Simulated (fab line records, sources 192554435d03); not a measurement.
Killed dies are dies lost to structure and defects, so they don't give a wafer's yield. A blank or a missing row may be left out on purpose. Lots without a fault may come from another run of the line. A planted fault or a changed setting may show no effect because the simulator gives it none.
Problem report in the 8D (eight disciplines) form, filled by code | flow n5_finfet | the parts of the form that need people (team, actions taken, sign-off) are left out

1. THE PROBLEM
rf_fwd_power_W at N5_BEOL_M8_PRE_CLEAN_55 reads a mean of 233.0 W on 6 wafers of 2 lots; wafers without a fault read 295.0 W with a standard deviation of 1.7. That is -36 standard deviations from the usual mean.
The step: time 15 s.
First seen on wafer L543.1, day 11 18:35, on pecvd-01. The record holds 33 wafers of 11 lots with a number at this step. Rule for "out", or "out of limits": more than 4 standard deviations from the usual mean. The other wafers with a number count as sound.

2. WHAT IT IS AND WHAT IT IS NOT
question                    | is                     | is not
which readings at this step | rf_fwd_power_W         | -
which lots                  | L543, L546             | L535, L539, L549, L550, L554, L555, L556, L557, L558
which wafers of those lots  | all that have a number | -
read on which tools         | pecvd-01               | pecvd-03, pecvd-04
when                        | from day 11 18:35      | up to then (6 sound wafers); but 21 sound wafers of L549, L550, L554, L555, L556, L557, L558 came after

3. SUSPECTS, AND WHAT RULES EACH OUT
Counting: a tool at a process step up to the reading stays a suspect if it ran every lot that is out and no sound lot after the first of them.
- rtp_anneal-02 at N5_BEOL_M8_ANNEAL_51 (time 90 s): ruled out as a lasting fault. Sound lots L549, L550, L554, L555, L558 ran on it after its first lot that is out, L543 (day 11 17:58).
- cmp-04 at N5_BEOL_M8_CMP_52 (polishes, stops on SiCOH lowk, t overpolish 6.9 s, target thk 80 nm): ruled out as a lasting fault. Sound lots L550, L557, L558 ran on it after its first lot that is out, L543 (day 11 18:20).
- pecvd-01 at N5_BEOL_M8_PRE_CLEAN_55 (time 15 s): ruled out as a lasting fault. Sound lots L555, L557 ran on it after its first lot that is out, L543 (day 11 18:35).
Left after counting: nothing in the record.

4. THE CAUSE (what the simulator had put in)
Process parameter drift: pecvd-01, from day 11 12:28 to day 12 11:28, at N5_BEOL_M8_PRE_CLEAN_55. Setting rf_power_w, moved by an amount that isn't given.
Counting ruled it out, wrongly.

5. THE CHAIN OF EFFECTS, in route order
Each row: a reading whose mean over the struck wafers that have a number lies more than 3 standard deviations from the usual. Only readings for which the record gives a usual standard deviation are gone through. hours: the time from each lot's start at the first step in this table that gives one to its start at this step, as a median over the lots. sigmas: the change in usual standard deviations.
hours | step                    | reading        | usual   | on struck wafers | change | sigmas
0     | N5_BEOL_M8_PRE_CLEAN_55 | rf_fwd_power_W | 295.0 W | 233.0            | -62.0  | -36
The process steps in it:
- N5_BEOL_M8_PRE_CLEAN_55: time 15 s.

6. WHAT WOULD HAVE CAUGHT IT SOONER
In this record the first reading out of limits was taken at day 11 18:35, 6 hours after the fault began at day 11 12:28.
